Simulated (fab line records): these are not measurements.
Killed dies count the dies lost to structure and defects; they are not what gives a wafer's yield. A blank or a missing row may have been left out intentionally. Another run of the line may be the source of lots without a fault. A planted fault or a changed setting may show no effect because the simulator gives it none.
Which tool did it? -- flow nand harc -- 21 lots with 63 wafers sampled at 5 steps, on a route of 1302 steps

WHAT EACH GAUGE READ, for each wafer
NHARC_A_SGD_CUT_INSPECT_25. Usual: 400 for raw defect count, sd 100.
lot,measured,on,raw defect count,flag
L074,day 19 00:47,defect inspect-02,448 470 410,
L075,day 19 22:23,defect inspect-01,432 389 391,
L076,day 19 22:17,defect inspect-01,431 591 549,
L078,day 21 05:24,defect inspect-02,568 436 433,
L077,day 21 05:22,defect inspect-01,601 401 343,
L079,day 21 05:27,defect inspect-01,364 340 234,
L082,day 22 17:38,defect inspect-02,490 655 488,
L083,day 23 15:49,defect inspect-02,391 385 382,
L084,day 23 15:40,defect inspect-02,560 460 579,
L085,day 24 04:42,defect inspect-02,398 331 393,
L086,day 24 09:21,defect inspect-02,287 392 281,
L088,day 24 23:57,defect inspect-01,349 356 437,
L087,day 24 23:57,defect inspect-02,388 269 303,
L091,day 25 20:09,defect inspect-01,331 320 359,
L089,day 25 15:27,defect inspect-02,358 478 471,
L090,day 26 04:13,defect inspect-01,422 603 408,
L092,day 27 00:59,defect inspect-02,448 626 582,
L093,day 27 00:58,defect inspect-01,262 309 334,
L094,day 27 11:20,defect inspect-01,331 408 375,
L095,day 28 01:05,defect inspect-01,324 248 482,
L096,day 28 01:07,defect inspect-02,483 379 344,

WHICH TOOL RAN EACH LOT (tool, then ch and the chambers of the sampled wafers, then the start)
lot,NHARC_A_STAIRCASE_DESCUM_291,NHARC_A_STAIRCASE_ETCH_294,NHARC_A_STAIRCASE_STRIP_316,NHARC_A_SGD_CUT_ETCH_58
L074,"rie diel-02 ch 0,1,3, day 16 07:08","rie diel-02 ch 0,1, day 18 17:24 or earlier","rie diel-12 ch 1,2,3, day 18 17:24 or earlier","rie diel-06 ch 0,1,2, day 18 17:24"
L075,"rie diel-02 ch 0,2,3, day 17 06:46","rie diel-02 ch 2,3, day 19 14:14 or earlier","rie diel-12 ch 1,2, day 19 14:14 or earlier","rie diel-10 ch 1,2,3, day 19 14:14"
L076,"rie diel-12 ch 0,1,2, day 17 08:26","rie diel-12 ch 0,1,2, day 19 14:20 or earlier","rie diel-12 ch 0,2, day 19 14:20 or earlier","rie diel-07 ch 0,2,3, day 19 14:20"
L078,"rie diel-02 ch 0,1, day 18 05:10","rie diel-02 ch 0,1, day 20 17:53 or earlier","rie diel-09 ch 0,1,2, day 20 17:53 or earlier","rie diel-06 ch 0,3, day 20 17:53"
L077,"rie diel-12 ch 0,3, day 18 05:47","rie diel-12 ch 0,1,3, day 20 17:28 or earlier","rie diel-09 ch 1,2,3, day 20 17:28 or earlier","rie diel-06 ch 0,1,2, day 20 17:28"
L079,"rie diel-09 ch 0,1,2, day 18 10:35","rie diel-09 ch 0,2,3, day 20 17:48 or earlier","rie diel-12 ch 0,1, day 20 17:48 or earlier","rie diel-10 ch 1,2,3, day 20 17:48"
L082,"rie diel-02 ch 0,1, day 20 00:48","rie diel-02 ch 0,1,2, day 22 11:23 or earlier","rie diel-09 ch 0,1,2, day 22 11:23 or earlier","rie diel-10 ch 0,1,2, day 22 11:23"
L083,"rie diel-12 ch 2,3, day 20 20:04","rie diel-12 ch 0,1,3, day 23 09:26 or earlier","rie diel-02 ch 0,2,3, day 23 09:26 or earlier","rie diel-07 ch 0,2,3, day 23 09:26"
L084,"rie diel-02 ch 1,2, day 20 22:33","rie diel-02 ch 0,1, day 23 09:06 or earlier","rie diel-09 ch 0,2, day 23 09:06 or earlier","rie diel-06 ch 1,2,3, day 23 09:06"
L085,"rie diel-02 ch 1,2,3, day 21 05:11","rie diel-02 ch 0,1,2, day 23 19:12 or earlier","rie diel-02 ch 1,2,3, day 23 19:12 or earlier","rie diel-07 ch 0,3, day 23 19:12"
L086,"rie diel-02 ch 0,1, day 21 16:53","rie diel-02 ch 1,3, day 24 02:36 or earlier","rie diel-02 ch 0,1,2, day 24 02:36 or earlier","rie diel-06 ch 0,1, day 24 02:36"
L088,"rie diel-12 ch 1,2,3, day 22 10:39","rie diel-12 ch 1,2,3, day 24 17:23 or earlier","rie diel-02 ch 0,1,3, day 24 17:23 or earlier","rie diel-07 ch 1,2,3, day 24 17:23"
L087,"rie diel-12 ch 0,1,2, day 22 14:43","rie diel-12 ch 0,2,3, day 24 17:38 or earlier","rie diel-02 ch 0,2,3, day 24 17:38 or earlier","rie diel-06 ch 0,2,3, day 24 17:38"
L091,"rie diel-12 ch 1,3, day 23 00:49","rie diel-12 ch 0,1,3, day 25 12:28 or earlier","rie diel-02 ch 0,2, day 25 12:28 or earlier","rie diel-10 ch 0,1,3, day 25 12:28"
L089,"rie diel-09 ch 2,3, day 23 05:38","rie diel-09 ch 1,2, day 25 09:04 or earlier","rie diel-12 ch 0,2, day 25 09:04 or earlier","rie diel-07 ch 0,1, day 25 09:04"
L090,"rie diel-12 ch 1,2,3, day 23 12:39","rie diel-12 ch 2,3, day 25 21:41 or earlier","rie diel-02 ch 0,1,3, day 25 21:41 or earlier","rie diel-06 ch 0,1,3, day 25 21:41"
L092,"rie diel-09 ch 0,2,3, day 24 05:47","rie diel-09 ch 0,2,3, day 26 18:40 or earlier","rie diel-12 ch 0,3, day 26 18:40 or earlier","rie diel-07 ch 2,3, day 26 18:40"
L093,"rie diel-02 ch 0,1, day 24 07:35","rie diel-02 ch 2,3, day 24 17:49 or earlier","rie diel-02 ch 1,3, day 24 17:49","rie diel-10 ch 1,3, day 26 18:36"
L094,"rie diel-12 ch 0,1,2, day 24 22:37","rie diel-12 ch 1,2,3, day 27 04:49 or earlier","rie diel-02 ch 1,3, day 27 04:49 or earlier","rie diel-10 ch 0,1,2, day 27 04:49"
L095,"rie diel-12 ch 0,2, day 25 10:11","rie diel-12 ch 0,2,3, day 27 15:08 or earlier","rie diel-09 ch 0,2,3, day 27 15:08 or earlier","rie diel-10 ch 0,2, day 27 15:08"
L096,"rie diel-02 ch 0,2,3, day 25 11:55","rie diel-02 ch 0,1, day 27 15:42 or earlier","rie diel-09 ch 0,1,2, day 27 15:42 or earlier","rie diel-06 ch 0,1, day 27 15:42"
- NHARC_A_STAIRCASE_DESCUM_291: chemistry O2, time 3 s.
- NHARC_A_STAIRCASE_ETCH_294: etches the open film in C4F8/O2/Ar, target depth 4989 nm, time 1211.6 s.
- NHARC_A_STAIRCASE_STRIP_316: strips in O2.
- NHARC_A_SGD_CUT_ETCH_58: etches the open film in CF4, target depth 39 nm, time 65 s.

AS READ BY THE TOOLS THEMSELVES (means over the sampled wafers that have a number; for cases with no such wafer, the mark the record gives instead)
NHARC_A_STAIRCASE_DESCUM_291. Usual: drypump motor current A 5.7 A, standard deviation 0.33; mfc ar sccm 0.010 sccm, standard deviation 0.012; oes product au 1.001 a.u., standard deviation 0.01; rf vpp V 57.7 V, standard deviation 0.84; showerhead plenum p Torr 1.89 Torr, standard deviation 0.08; throttle valve pct 11.312 %, standard deviation 0.0092.
lot,tool,drypump motor current A (A),mfc ar sccm (sccm),oes product au (a.u.),rf vpp V (V),showerhead plenum p Torr (Torr),throttle valve pct (%),flag
L074,rie diel-02,5.8,0.012,1.002,57.2,1.88,11.312,
L075,rie diel-02,5.6,0.015,1.012,57.1,1.84,11.309,
L076,rie diel-12,5.7,0.002,0.992,58.5,1.94,11.309,
L078,rie diel-02,6.1,0.015,1.009,58.5,1.91,11.317,
L077,rie diel-12,5.3,0.001,1.011,58.1,1.93,11.313,
L079,rie diel-09,5.7,0.002,1.005,58.2,1.95,11.315,
L082,rie diel-02,6.0,0.022,1.002,58.3,1.92,11.314,
L083,rie diel-12,5.7,0.003,0.996,57.3,2.01,11.314,
L084,rie diel-02,5.9,0.030,1.000,57.5,1.88,11.312,
L085,rie diel-02,5.6,0.021,1.002,57.3,1.84,11.319,
L086,rie diel-02,6.0,0.022,1.002,58.1,1.92,11.307,
L088,rie diel-12,5.6,0.001,0.999,57.5,1.93,11.309,
L087,rie diel-12,5.7,0.002,0.998,58.3,1.93,11.320,
L091,rie diel-12,5.4,0.000,0.996,58.1,1.84,11.302,
L089,rie diel-09,5.8,0.004,1.000,56.9,1.92,11.311,
L090,rie diel-12,5.5,0.001,0.993,58.0,1.92,11.307,
L092,rie diel-09,5.6,0.007,1.003,58.0,1.88,11.310,
L093,rie diel-02,6.0,0.022,0.997,57.7,1.91,11.312,
L094,rie diel-12,5.7,0.002,0.990,57.8,1.92,11.317,
L095,rie diel-12,5.9,0.003,0.984,57.6,2.00,11.315,
L096,rie diel-02,5.7,0.015,1.008,58.4,1.82,11.311,

NHARC_A_STAIRCASE_ETCH_294. Usual: oes product au 0.933 a.u., standard deviation 0.012; rf vpp V 1824 V, standard deviation 10.
lot,tool,oes product au (a.u.),rf vpp V (V),flag
L074,rie diel-02,0.942,1829,
L075,rie diel-02,0.937,1812,
L076,rie diel-12,0.921,1830,
L078,rie diel-02,0.945,1827,
L077,rie diel-12,0.947,1824,
L079,rie diel-09,0.933,1825,
L082,rie diel-02,0.936,1822,
L083,rie diel-12,0.923,1824,
L084,rie diel-02,0.940,1827,
L085,rie diel-02,0.926,1821,
L086,rie diel-02,0.936,1822,
L088,rie diel-12,0.926,1827,
L087,rie diel-12,0.938,1833,
L091,rie diel-12,0.935,1823,
L089,rie diel-09,0.926,1833,
L090,rie diel-12,0.932,1833,
L092,rie diel-09,0.931,1823,
L093,rie diel-02,0.954,1810,
L094,rie diel-12,0.921,1827,
L095,rie diel-12,0.928,1833,
L096,rie diel-02,0.942,1825,

NHARC_A_STAIRCASE_STRIP_316. Usual: drypump motor current A 5.7 A, standard deviation 0.36; mfc ar sccm 0.009 sccm, standard deviation 0.012; oes product au 1.004 a.u., standard deviation 0.011; rf vpp V 57.6 V, standard deviation 0.92; showerhead plenum p Torr 3.48 Torr, standard deviation 0.13; throttle valve pct 17.036 %, standard deviation 0.0096.
lot,tool,drypump motor current A (A),mfc ar sccm (sccm),oes product au (a.u.),rf vpp V (V),showerhead plenum p Torr (Torr),throttle valve pct (%),flag
L074,rie diel-12,5.5,0.001,1.004,57.4,3.57,17.041,
L075,rie diel-12,5.9,0.003,0.980,57.7,3.64,17.027,
L076,rie diel-12,5.7,0.003,0.992,58.8,3.64,17.038,
L078,rie diel-09,5.7,0.002,1.011,57.2,3.59,17.033,
L077,rie diel-09,5.9,0.004,1.005,57.7,3.54,17.032,
L079,rie diel-12,5.6,0.001,1.007,57.2,3.49,17.034,
L082,rie diel-09,5.7,0.002,1.001,57.6,3.58,17.040,
L083,rie diel-02,5.7,0.015,1.006,57.4,3.38,17.036,
L084,rie diel-09,5.4,0.005,1.006,57.1,3.53,17.037,
L085,rie diel-02,5.6,0.021,1.012,57.4,3.40,17.037,
L086,rie diel-02,5.9,0.024,1.002,57.4,3.46,17.031,
L088,rie diel-02,5.8,0.012,1.005,57.8,3.45,17.041,
L087,rie diel-02,5.7,0.015,0.992,57.2,3.37,17.034,
L091,rie diel-02,5.8,0.026,0.989,57.5,3.37,17.035,
L089,rie diel-12,5.7,0.003,1.003,57.7,3.61,17.048,
L090,rie diel-02,5.8,0.012,1.006,57.3,3.45,17.044,
L092,rie diel-12,5.4,0.001,0.998,57.5,3.53,17.034,
L093,rie diel-02,5.5,0.009,1.013,56.7,3.38,17.030,
L094,rie diel-02,5.7,0.019,1.011,57.8,3.46,17.036,
L095,rie diel-09,5.6,0.007,1.001,57.3,3.47,17.042,
L096,rie diel-09,5.7,0.002,1.011,58.6,3.56,17.034,

NHARC_A_SGD_CUT_ETCH_58. Usual: drypump motor current A 6.0 A, standard deviation 0.41; mfc ar sccm 0.010 sccm, standard deviation 0.011; oes product au 0.997 a.u., standard deviation 0.011; rf vpp V 151.1 V, standard deviation 1; showerhead plenum p Torr 1.75 Torr, standard deviation 0.054; throttle valve pct 13.282 %, standard deviation 0.0084.
lot,tool,drypump motor current A (A),mfc ar sccm (sccm),oes product au (a.u.),rf vpp V (V),showerhead plenum p Torr (Torr),throttle valve pct (%),flag
L074,rie diel-06,6.1,0.016,1.008,150.5,1.74,13.274,
L075,rie diel-10,5.6,0.011,1.001,150.1,1.70,13.276,
L076,rie diel-07,5.9,0.006,0.993,151.2,1.80,13.280,
L078,rie diel-06,6.2,0.007,1.005,152.6,1.81,13.279,
L077,rie diel-06,6.2,0.016,0.995,150.6,1.74,13.287,
L079,rie diel-10,5.6,0.011,1.000,151.2,1.70,13.275,
L082,rie diel-10,5.5,0.014,0.998,150.8,1.73,13.284,
L083,rie diel-07,5.9,0.006,1.003,152.1,1.80,13.288,
L084,rie diel-06,6.2,0.009,0.991,150.4,1.75,13.272,
L085,rie diel-07,5.6,0.000,1.001,151.9,1.78,13.287,
L086,rie diel-06,6.1,0.011,0.982,151.4,1.76,13.278,
L088,rie diel-07,6.0,0.009,0.995,151.7,1.77,13.288,
L087,rie diel-06,6.1,0.014,0.995,151.9,1.76,13.277,
L091,rie diel-10,6.0,0.002,0.990,150.1,1.73,13.272,
L089,rie diel-07,6.1,0.007,1.000,151.5,1.71,13.286,
L090,rie diel-06,6.2,0.009,1.006,151.5,1.78,13.283,
L092,rie diel-07,6.1,0.012,1.008,152.2,1.82,13.281,
L093,rie diel-10,5.8,0.000,0.993,150.9,1.71,13.283,
L094,rie diel-10,5.5,0.014,0.985,150.9,1.73,13.284,
L095,rie diel-10,5.7,0.016,0.993,151.4,1.75,13.288,
L096,rie diel-06,6.1,0.011,0.995,150.6,1.76,13.288,

THE ANSWER, worked out from the rows above alone
Rule: a lot counts as off when the mean over its wafers that have a number is more than 3 standard deviations away from the usual mean. Also off: a lot with no number at a reading for which 4 or more lots have one. Any other lot the step has rows for is counted as sound. Order of review: gauges by route order, followed by the tools' own readings, for which a lot's mean as printed above is used. The first step at which some lot is off is used, and at that step the reading that is off furthest; a lot without a number counts as furthest.
None of the lots is off at any reading shown; this tells nothing.

WHAT HAD BEEN PUT IN BY THE SIMULATOR
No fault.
